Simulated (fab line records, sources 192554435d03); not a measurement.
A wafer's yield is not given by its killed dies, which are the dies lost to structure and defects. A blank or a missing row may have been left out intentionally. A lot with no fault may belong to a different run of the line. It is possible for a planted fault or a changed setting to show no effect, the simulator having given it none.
One fault through the eyes of 2 desks -- flow n5 finfet -- each desk holds nothing but its own numbers, with what lay behind them at the end

## THE METROLOGY DESK
Lot by lot, what the gauges showed, no matter which tool ran the lot: averages of those sampled wafers that carry a number. A lot is out of limits, marked OUT, if its mean lies more than 4 standard deviations from the usual mean; the brackets give that distance. Shown here are 7 of its 10 readings, the ones lying furthest out on some lot.
Columns: A = DIBL_P at N5_BEOL_M4_RC_MEAS_101, usual 36.5 mV/V; B = ION_N at N5_BEOL_M4_RC_MEAS_101, usual 671 uA/um; C = ION_P at N5_BEOL_M4_RC_MEAS_101, usual 460 uA/um; D = SS_N at N5_BEOL_M4_RC_MEAS_101, usual 71.6 mV/dec; E = SS_P at N5_BEOL_M4_RC_MEAS_101, usual 73.4 mV/dec; F = VT_N at N5_BEOL_M4_RC_MEAS_101, usual 250.9 mV; G = VT_P at N5_BEOL_M4_RC_MEAS_101, usual -251.4 mV
lot,first seen here,A,B,C,D,E,F,G
L478,day 10 14:41,38.6,671,457,71.6,73.0,252.2,-254.9
L480,day 11 21:25,36.2,678,466,72.0,73.9,249.5,-250.8
L485,day 12 19:04,35.0,656,460,71.1,73.7,254.3,-249.2
L489,day 13 18:04,36.6,678,460,71.7,73.5,250.7,-250.1
Finding of this desk: none of the 4 lots has anything out of limits.

## DESK OF THE TOOL OWNER: pecvd-04
The tool's own readings at N5_BEOL_M0_SAQP_PECVD_97 (deposits SiNx from SiH4/NH3/N2, target thk 23 nm, time 19.9 s): means of the sampled wafers that have a number, for each lot that ran on this tool. A lot is out of limits, marked OUT, if its mean lies more than 4 standard deviations from the usual mean; the brackets give that distance.
Columns: A = heater power w at N5_BEOL_M0_SAQP_PECVD_97, usual 587 W; B = showerhead plenum p Torr at N5_BEOL_M0_SAQP_PECVD_97, usual 5.14 Torr; C = susceptor temp C at N5_BEOL_M0_SAQP_PECVD_97, usual 350.00 C; D = throttle valve pct at N5_BEOL_M0_SAQP_PECVD_97, usual 40.7 %
lot,first seen here,A,B,C,D
L478,day 8 10:23,628,5.14,349.93,39.9
L485,day 10 07:58,576,5.12,349.98,41.4
L489,day 11 16:55,545,5.13,349.87,39.3
Finding of this desk: none of the 3 lots has anything out of limits.

## PUT TOGETHER
Metrology desk: nothing out of limits seen.
The tool owner's desk saw nothing out of limits.

## WHAT HAD BEEN PUT IN BY THE SIMULATOR
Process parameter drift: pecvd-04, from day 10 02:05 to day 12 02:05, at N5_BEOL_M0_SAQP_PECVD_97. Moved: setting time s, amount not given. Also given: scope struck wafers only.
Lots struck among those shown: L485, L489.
